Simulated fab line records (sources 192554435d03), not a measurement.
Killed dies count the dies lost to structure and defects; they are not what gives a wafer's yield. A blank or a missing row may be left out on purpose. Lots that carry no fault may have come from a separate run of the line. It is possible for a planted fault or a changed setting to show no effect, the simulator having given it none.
fab line records	flow n5Finfet
[record] lots = 4	wafers = 12	lastDay = 17
route steps=1938 shown MOL_CONTACT_COAG@553 BEOL_M4@1111 PASSIVATION@1936
lots that met no fault: from a run of the same line without faults
startH: start of the lot's first displayed wafer, in hours after the record's first day	waitH: how many hours have passed since the lot's step before this one	" as in the row above	L1.1+2: several wafers, shown together as one row	- no value, or no start given	* or withheld: withheld	< > ~ a bound
route shown NAME@n: names a module that has steps shown in the file, with the first one's number in the route	usual: mean and standard deviation over wafers with no fault	same: alike in all rows	chamber/n: place in a boat	sites: the reading at each site	_std_site: standard deviation across them	_edge_site: inner sites' mean taken away from outer sites' mean	radiusMm: for every site, how far away it sits from the centre of the wafer	mask NAME#n: copy n	behind: the last tool/chamber to shape the wafer	hold: why the lot was held/for how many hours/how that ended	device: names the non-switching transistor (n, p or np)	end of line: tests of these same wafers at the route's end	a step with no rows: only its recipe	killed: at the first sort, the dies lost to defects and structure; wafer yield is something else	map: a wafer's dies, x killed, . not, _ none there
set.NAME: the run value of the setting; set.NAME@STEP: its run value at that earlier step	model.NAME: the simulator's own value behind a step, which no gauge read
certain route steps with their lots: each step a table, each wafer a row
services: from which hour (startH, from the record's first day; less than 0 if before it) a tool's chamber was out of use, for how many hours, and why
[[steps]]
[step N5_MOL_CONTACT_COAG_SRD_126]
[recipe] dryTimeS = 32	dry = n2Spin	spinRpm = 1500
[step N5_MOL_CONTACT_COAG_CMP_23]
[recipe] stopOn = SiO2	tOverpolishS = 1.5	postCmpClean = cuAlkaline	downForcePsi = 2	platenRpm = 50.289	padVelocityMS = 1.0006	targetThkNm = 0
[step N5_MOL_CONTACT_COAG_WET_ETCH_26]
[recipe] target = Co	targetDepthNm = 13
[step N5_MOL_CONTACT_COAG_WET_ETCH_116]
[recipe] chemistry = SC1-inhibited	targetDepthNm = 4.6	dry = ipaMarangoni	rinseTimeS = 30	rinseTempC = 23
[step N5_MOL_CONTACT_COAG_ALD_27]
[recipe] material = SiOC	targetThkA = 170	tempC = 400	aldPrecursorFamily = carbosiloxane	aldCoReactant = H2-plasma	pulseTimeS = 1.5	timeS = 2720	purgeTimeS = 2	coReactantPurgeTimeS = 2	aldCycles = 340	pressureTorr = 2
[step N5_MOL_CONTACT_COAG_CMP_28]
[recipe] stopOn = SiNx	tOverpolishS = 0.85	postCmpClean = alkalineBrush	downForcePsi = 4.15	platenRpm = 51.8	padVelocityMS = 1.0307	targetThkNm = 14.522
[step N5_MOL_CONTACT_COAG_ALD_123]
[recipe] material = SiNx	targetThkA = 50	tempC = 400	aldPrecursorFamily = SiH2I2	aldCoReactant = N2/H2-plasma	pulseTimeS = 1	purgeTimeS = 2	coReactantPurgeTimeS = 2	aldCycles = 100	pressureTorr = 2
[step N5_MOL_CONTACT_COAG_PECVD_31]
[recipe] material = SiO2	targetThkA = 460	tempC = 400	precursor = TEOS/O2	pressureTorr = 6.5	rfW = withheld	teosFlowSccm = withheld	gas = O2	flowSccm = 2650	timeS = 8.9
[step N5_MOL_CONTACT_COAG_COAT_75]
[recipe] resist = SOC	tempC = 250	timeS = 60	spinRpm = 1500	resistThkNm = 60
[step N5_MOL_CONTACT_COAG_COAT_76]
[recipe] resist = SiARC	tempC = 220	timeS = 60	spinRpm = 1500	resistThkNm = 10
[usual] spinSpeedRpm = 1499.9/0.97
lot.wafer	tool	chamber	startH	waitH	spinSpeedRpm
L974.3	lithoTrack-01	0	106.57	-	1500.7
L974.4	"	0	"	"	1500.9
L974.6	"	0	"	"	1502.8
L979.3	lithoTrack-01	0	140.88	-	1425.9
L979.4	"	0	"	"	1426.7
L979.5	"	0	"	"	1425.6
L981.1	lithoTrack-01	0	154.05	-	1426.1
L981.2	"	0	"	"	1425.1
L981.6	"	0	"	"	1426.9
L991.1	lithoTrack-03	0	211.46	-	1499.8
L991.2	"	0	"	"	1498.5
L991.4	"	0	"	"	1500.7
[step N5_MOL_CONTACT_COAG_COAT_77]
[recipe] resist = underlayer	tempC = 205	timeS = 60	spinRpm = 1500	resistThkNm = 10
[step N5_MOL_CONTACT_COAG_COAT_78]
[recipe] resist = CAR-EUV	spinRpm = 1500	resistThkNm = 40
[step N5_MOL_CONTACT_COAG_EBR_80]
[recipe] solvent = PGMEA	ebrWidthMm = 1.5
[step N5_MOL_CONTACT_COAG_SOFTBAKE_79]
[recipe] tempC = 110	timeS = 60	resist = CAR-EUV
[step N5_MOL_CONTACT_COAG_EXPOSE_81]
[recipe] maskId = VG	na = 0.33	sourceShape = annular	sigmaInner = 0.3	sigmaOuter = 0.7	polarization = unpolarized	defocusNm = 0	doseMj = 59.5
[step N5_MOL_CONTACT_COAG_PEB_82]
[recipe] pebTempC = 100	pebTimeS = 60	resist = CAR-EUV
[step N5_MOL_CONTACT_COAG_DEVELOP_83]
[recipe] developTimeS = 30	developer = TMAH	resist = CAR-EUV	rinseLiquid = surfactantRinse	dry = airSpin	devTempC = 23
[step N5_MOL_CONTACT_COAG_DESCUM_88]
[recipe] chemistry = O2	timeS = 7	sourcePowerW = 50	biasPowerW = 20	pressureMtorr = 20	rfFrequencyHz = 2.712e+07	tempC = 40	resist = CAR-EUV	o2FlowSccm = 225
[step N5_MOL_CONTACT_COAG_ETCH_89]
[recipe] chemistry = N2/H2	target = underlayer	targetDepthA = 130	maskMaterial = CAR-EUV	timeS = 10.4	ionEnergyEv = 200	pressureMtorr = 30	sourceW = 840	biasW = 150	n2FlowSccm = 200	h2FlowSccm = 200	ends = cleared
[step N5_MOL_CONTACT_COAG_ETCH_90]
[recipe] chemistry = CF4	target = SiARC	targetDepthA = 130	maskMaterial = CAR-EUV	timeS = 21.7	ionEnergyEv = 80	pressureMtorr = 40	sourceW = 545	biasW = 36	Ar_flow_sccm = 100	cf4FlowSccm = 100	ends = cleared
[usual] cf4FlowSccm = 100.0/0.31	drypumpMotorCurrentA = 5.5/0.37	etchRfOnTimeS = 21.8/0.45	oesProductAu = 0.69/0.077	rfVppV = 184.3/1.1	showerheadPlenumPTorr = 2.16/0.068	throttleValvePct = 15.59/0.28
lot.wafer	tool	chamber	startH	waitH	cf4FlowSccm	drypumpMotorCurrentA	etchRfOnTimeS	oesProductAu	rfHoursCounterH	rfVppV	showerheadPlenumPTorr	throttleValvePct	model.etch.depthNm
L974.3	rieDiel-03	3	107.50	0.0	99.8	5.7	21.9	0.59	234	184.3	2.20	16.18	9.957
L974.4	"	3	"	"	99.9	5.7	21.9	0.58	-	184.9	2.20	16.16	9.942
L974.6	"	1	"	"	99.6	5.6	22.6	0.60	-	183.8	2.12	15.67	9.93
L979.3	rieDiel-06	0	141.43	0.0	100.3	5.5	22.5	0.63	180	183.7	2.14	15.52	10.26
L979.4	"	1	"	"	100.3	5.3	22.0	0.66	120	183.3	2.06	15.84	10.25
L979.5	"	1	"	"	100.4	5.3	21.7	0.67	-	182.6	2.07	15.85	10.27
L981.1	rieDiel-06	3	154.50	0.0	100.1	6.5	22.2	0.61	199	185.1	2.21	15.79	10.21
L981.2	"	2	"	"	99.8	5.0	22.1	0.71	83	183.2	2.09	15.78	10.19
L981.6	"	0	"	"	100.0	5.5	22.5	0.62	-	184.9	2.14	15.54	10.21
L991.1	rieDiel-03	0	211.91	0.0	100.6	5.1	21.9	0.73	52	183.4	2.09	15.59	9.993
L991.2	"	2	"	"	99.9	5.6	22.2	0.74	39	186.4	2.27	15.25	10.02
L991.4	"	2	"	"	100.1	5.6	22.2	0.73	-	186.1	2.27	15.26	10.03
[step N5_MOL_CONTACT_COAG_ALD_131]
[recipe] material = SiO2	targetThkA = 50	tempC = 100	aldPrecursorFamily = BDEAS	aldCoReactant = O2-plasma	pulseTimeS = 1	coReactantPulseTimeS = 1	purgeTimeS = 2	coReactantPurgeTimeS = 2	aldCycles = 35	pressureTorr = 2
[step N5_MOL_CONTACT_COAG_ETCHBACK_132]
[recipe] chemistry = CHF3	target = SiO2	targetDepthA = 100	timeS = 6.7	ionEnergyEv = 200	pressureMtorr = 30	sourceW = 610	biasW = 170	Ar_flow_sccm = 200	CHF3_flow_sccm = 50
[step N5_MOL_CONTACT_COAG_ETCH_91]
[recipe] chemistry = N2/H2	target = SOC	targetDepthA = 600	overetchA = 210	maskMaterial = SiARC	tempC = 40	timeS = 101.2	ionEnergyEv = 200	pressureMtorr = 30	sourceW = 840	biasW = 150	n2FlowSccm = 200	h2FlowSccm = 200
[usual] drypumpMotorCurrentA = 5.5/0.38	h2FlowSccm = 200.1/0.57	oesProductAu = 0.69/0.071	rfVppV = 524.7/2.4	showerheadPlenumPTorr = 2.58/0.082	throttleValvePct = 17.8/0.33
lot.wafer	tool	chamber	startH	waitH	drypumpMotorCurrentA	h2FlowSccm	oesProductAu	rfHoursCounterH	rfVppV	showerheadPlenumPTorr	throttleValvePct	model.SiARC_of_MOL_CONTACT_COAG_COAT_76.thkNm
L974.3	rieDiel-04	3	107.96	0.0	5.5	199.7	0.79	9	526.4	2.60	17.2	5.6
L974.4	"	2	"	"	5.7	200.9	0.75	21	524.6	2.60	17.3	5.6
L974.6	"	1	"	"	5.8	200.6	0.58	-	525.6	2.61	18.0	5.8
L979.3	rieDiel-03	3	142.19	0.0	5.7	199.7	0.57	248	525.6	2.62	18.5	6.2
L979.4	"	2	"	"	5.7	200.2	0.78	12	529.7	2.71	17.4	6.2
L979.5	"	3	"	"	5.7	199.9	0.57	-	526.2	2.62	18.5	6.2
L981.1	rieDiel-04	3	155.26	0.0	5.5	200.7	0.76	26	524.9	2.59	17.3	6
L981.2	"	0	"	"	5.4	200.1	0.69	54	529.0	2.70	18.1	6
L981.6	"	0	"	"	5.4	200.3	0.69	-	528.1	2.70	18.1	6
L991.1	rieDiel-03	2	212.23	0.0	5.7	199.2	0.73	40	528.1	2.70	17.4	5.8
L991.2	"	0	"	"	5.0	199.2	0.72	52	520.9	2.48	17.8	6
L991.4	"	0	"	"	5.0	199.6	0.72	-	521.1	2.48	17.8	6
[step N5_MOL_CONTACT_COAG_STRIP_92]
[recipe] chemistry = N2/H2	tempC = 40	n2FlowSccm = 200	h2FlowSccm = 200	rfFrequencyHz = 6e+07
[step N5_BEOL_M4_RC_MEAS_101]
[usual] DIBL_N = 36.4/1.4	DIBL_P = 36.3/1.8	IOFF_N = 0.163/0.024	IOFF_P = 0.21/0.034	ION_N = 673/11	ION_P = 461/7.4	SS_N = 71.6/0.52	SS_P = 73.3/0.58	VT_N = 249.4/2.5	VT_P = -250/3.5
lot.wafer	tool	chamber	startH	waitH	DIBL_N[mV/V]	DIBL_P[mV/V]	IOFF_N[nA/um]	IOFF_P[nA/um]	ION_N[uA/um]	ION_P[uA/um]	SS_N[mV/dec]	SS_P[mV/dec]	VT_N[mV]	VT_P[mV]
L974.3	prober-01	0	175.48	0.3	36.0	37.0	0.159	0.22	666	460	71.7	73.3	252.2	-248
L974.4	"	0	"	"	36.0	35.9	0.148	0.21	660	459	72.2	72.9	248.3	-248
L974.6	"	0	"	"	38.1	39.2	0.187	0.26	678	467	72.2	74.2	246.8	-247
L979.3	prober-01	0	209.68	0.3	35.8	37.3	0.170	0.23	674	460	71.6	73.3	250.7	-249
L979.4	"	0	"	"	34.4	35.1	0.139	0.18	665	459	72.3	72.9	252.4	-252
L979.5	"	0	"	"	34.8	35.1	0.148	0.18	653	452	72.1	73.4	255.3	-253
L981.1	prober-01	0	224.94	0.0	35.1	35.1	0.141	0.18	661	451	71.4	73.3	252.1	-255
L981.2	"	0	"	"	35.3	36.1	0.152	0.20	667	458	71.4	72.9	250.6	-251
L981.6	"	0	"	"	35.3	35.9	0.148	0.19	669	454	71.3	73.2	251.1	-252
L991.1	prober-02	0	283.19	0.0	37.8	37.7	0.169	0.22	681	460	71.9	73.9	251.2	-252
L991.2	"	0	"	"	37.1	37.0	0.157	0.20	681	460	71.5	73.7	251.3	-251
L991.4	"	0	"	"	35.8	35.7	0.136	0.18	669	460	70.8	73.6	252.2	-252
[step N5_PASSIVATION_PROBE_49]
[usual] defectLimitedYield = 91.4/1.6	killed_at_M0_to_M3 = 34/12	killed_at_M4_up = 13/5.2	killedAtContacts = 11/5.5	killedAtFrontEnd = 40/13	killedAtOther = 3.4/2.7	killedDies = 102/19	killedOnRim = 13/4.3	killedOpen = 66/15	killedShort = 33/7.9	sort_bin_5_function = 5.1/1.1	sort_bin_6_memory = 3.2/0.7	sortNPass = 1078/19	sortYieldPct = 91.4/1.6
[same] grossDies = 1180	killedAtBackSide = 0	sort_bin_4_leakage[%] = 0	sort_bin_8_speed[%] = 0
lot.wafer	tool	chamber	startH	waitH	defectLimitedYield[%]	killed_at_M0_to_M3	killed_at_M4_up	killedAtContacts	killedAtFrontEnd	killedAtOther	killedDies	killedOnRim	killedOpen	killedShort	sort_bin_5_function[%]	sort_bin_6_memory[%]	sortNPass	sortYieldPct[%]
L981.2	prober-02	-	328.05	0.1	93.1	26	5	9	41	0	81	6	51	29	4.2	2.5	1099	93.1
L991.1	prober-02	-	398.27	0.0	88.7	36	9	21	65	2	133	17	87	44	6.7	4.2	1047	88.7
L991.2	prober-02	-	398.32	0.1	89.1	44	17	8	60	0	129	19	90	38	6.7	4.2	1051	89.1
L991.4	prober-02	-	398.42	0.2	89.8	55	15	10	36	4	120	11	72	43	5.8	3.9	1060	89.8
// killed by level:class
L981.2 FIN_SAQP:geometricParticle:open=12 STI_FIN_REVEAL:geometricParticle:open=10 BEOL_M1:geometricParticle:open=9 FIN_SAQP:geometricParticle:short=8 MOL_CONTACT_COAG:geometricParticle:open=6 MOL_CONTACT_COAG:geometricParticle:short=3 BEOL_M0_SAQP:geometricParticle:short=3 BEOL_M3:geometricParticle:open=3
L991.1 FIN_SAQP:geometricParticle:open=16 STI_FIN_REVEAL:geometricParticle:open=15 MOL_CONTACT_COAG:geometricParticle:open=14 FIN_SAQP:geometricParticle:short=12 BEOL_M1:geometricParticle:open=8 MOL_CONTACT_COAG:geometricParticle:short=7 BEOL_M0_SAQP:geometricParticle:open=7 BEOL_M2:geometricParticle:open=7
L991.2 STI_FIN_REVEAL:geometricParticle:open=23 BEOL_M0_SAQP:geometricParticle:short=11 BEOL_M1:geometricParticle:open=11 BEOL_M4:geometricParticle:open=9 BEOL_M0_SAQP:geometricParticle:open=9 STI_FIN_REVEAL:geometricParticle:short=7 FIN_SAQP:geometricParticle:short=6 DUMMY_GATE:geometricParticle:open=6
L991.4 BEOL_M0_SAQP:geometricParticle:short=19 BEOL_M0_SAQP:geometricParticle:open=15 STI_FIN_REVEAL:geometricParticle:open=9 MOL_CONTACT_COAG:geometricParticle:open=8 FIN_SAQP:geometricParticle:open=6 DUMMY_GATE:geometricParticle:open=6 BEOL_M2:geometricParticle:open=6 BEOL_M2:geometricParticle:short=4
[[services]]
tool	chamber	startH	hours	kind
rieDiel-03	0	111.09	14.0	repair
rieDiel-03	3	148.21	-	clean
rieDiel-03	3	148.21	-	consumableReplace:focusRing
rieDiel-03	3	148.21	29.4	scheduledDown
rieDiel-03	3	148.21	29.4	ventCycle
rieDiel-04	1	149.34	-	clean
rieDiel-04	1	149.34	-	consumableReplace:focusRing
rieDiel-04	1	149.34	18.4	scheduledDown
rieDiel-04	1	149.34	18.4	ventCycle
rieDiel-03	1	211.40	-	clean
rieDiel-03	1	211.40	-	consumableReplace:focusRing
rieDiel-03	1	211.40	17.4	scheduledDown
rieDiel-03	1	211.40	17.4	ventCycle
[[key]]
[firstSign] step = N5_MOL_CONTACT_COAG_COAT_76	reading = spinSpeedRpm	direction = down	sigmas = 76	usual = *	struck = *
effect none on later readings
[modelEffect] step = N5_MOL_CONTACT_COAG_ETCH_90	value = etch.depthNm	without = 9.974	struck = 10.23
[modelEffect] step = N5_MOL_CONTACT_COAG_ETCH_91	value = SiARC_of_MOL_CONTACT_COAG_COAT_76.thkNm	without = 5.8	struck = 6.1
metAt N5_MOL_CONTACT_COAG_COAT_76
struckWafers L979.3,L979.4,L979.5,L981.1,L981.2,L981.6
onsetBetween 106.57 140.88
[fault] kind = processParameterDrift	tool = lithoTrack-01	chamber = -	onsetH = 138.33	steps = N5_MOL_CONTACT_COAG_COAT_76	channel = spinRpm	offset = *	shape = step	endH = 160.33	actsIn = *	stated = *
